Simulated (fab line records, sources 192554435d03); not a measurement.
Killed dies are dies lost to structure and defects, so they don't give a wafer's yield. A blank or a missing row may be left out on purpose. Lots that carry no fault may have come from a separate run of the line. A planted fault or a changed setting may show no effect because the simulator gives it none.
Matching of chambers / flow n5 finfet / N5_BEOL_M2_PECVD_72 on pecvd-02 has 3 sister chambers
The step deposits SiO2 from TEOS/O2, target thk 16 nm, time 18 s. 6 wafers are shown with their chamber, then 9 later ones without.

WAFERS WITH THEIR CHAMBER
wafer=L085.3; chamber=0; throttle valve pct (%)=23.7; showerhead plenum p Torr (Torr)=8.88
wafer=L087.1; chamber=1; throttle valve pct (%)=22.7; showerhead plenum p Torr (Torr)=8.76
wafer=L087.5; chamber=0; throttle valve pct (%)=23.9; showerhead plenum p Torr (Torr)=8.88
wafer=L088.1; chamber=2; throttle valve pct (%)=20.8; showerhead plenum p Torr (Torr)=8.72
wafer=L088.3; chamber=1; throttle valve pct (%)=22.8; showerhead plenum p Torr (Torr)=8.77
wafer=L088.6; chamber=2; throttle valve pct (%)=20.5; showerhead plenum p Torr (Torr)=8.72

WAFERS MISSING THEIR CHAMBER
wafer=L089.2; throttle valve pct (%)=20.8; showerhead plenum p Torr (Torr)=8.70
wafer=L089.3; throttle valve pct (%)=23.8; showerhead plenum p Torr (Torr)=8.88
wafer=L089.5; throttle valve pct (%)=22.3; showerhead plenum p Torr (Torr)=8.75
wafer=L090.4; throttle valve pct (%)=22.5; showerhead plenum p Torr (Torr)=8.78
wafer=L090.5; throttle valve pct (%)=24.0; showerhead plenum p Torr (Torr)=8.85
wafer=L090.6; throttle valve pct (%)=20.9; showerhead plenum p Torr (Torr)=8.72
wafer=L096.1; throttle valve pct (%)=24.1; showerhead plenum p Torr (Torr)=8.88
wafer=L096.2; throttle valve pct (%)=22.8; showerhead plenum p Torr (Torr)=8.77
wafer=L096.4; throttle valve pct (%)=20.6; showerhead plenum p Torr (Torr)=8.75

EACH ONE'S CHAMBER
wafer=L089.2; from the rows above=2; in truth=2
wafer=L089.3; from the rows above=0; in truth=0
wafer=L089.5; from the rows above=1; in truth=1
wafer=L090.4; from the rows above=1; in truth=1
wafer=L090.5; from the rows above=0; in truth=0
wafer=L090.6; from the rows above=2; in truth=2
wafer=L096.1; from the rows above=0; in truth=0
wafer=L096.2; from the rows above=1; in truth=1
wafer=L096.4; from the rows above=2; in truth=2
Correctly placed: 9 of 9. Can't be placed from these rows: 0. Placed wrongly: 0.
How it was worked out, from the rows above alone: a wafer's distance from a chamber is the root of the sum, over the readings, of the square of ((its reading less the chamber's mean) divided by the reading's scatter). If the next closest chamber is less than 2 further off than the closest, the wafer can't be placed; otherwise it belongs to the closest. A chamber's mean is the mean of its shown wafers. The scatter is the square root of a quotient: the sum, over the shown wafers, of each reading's squared deviation from its chamber's mean, divided by wafers minus chambers.
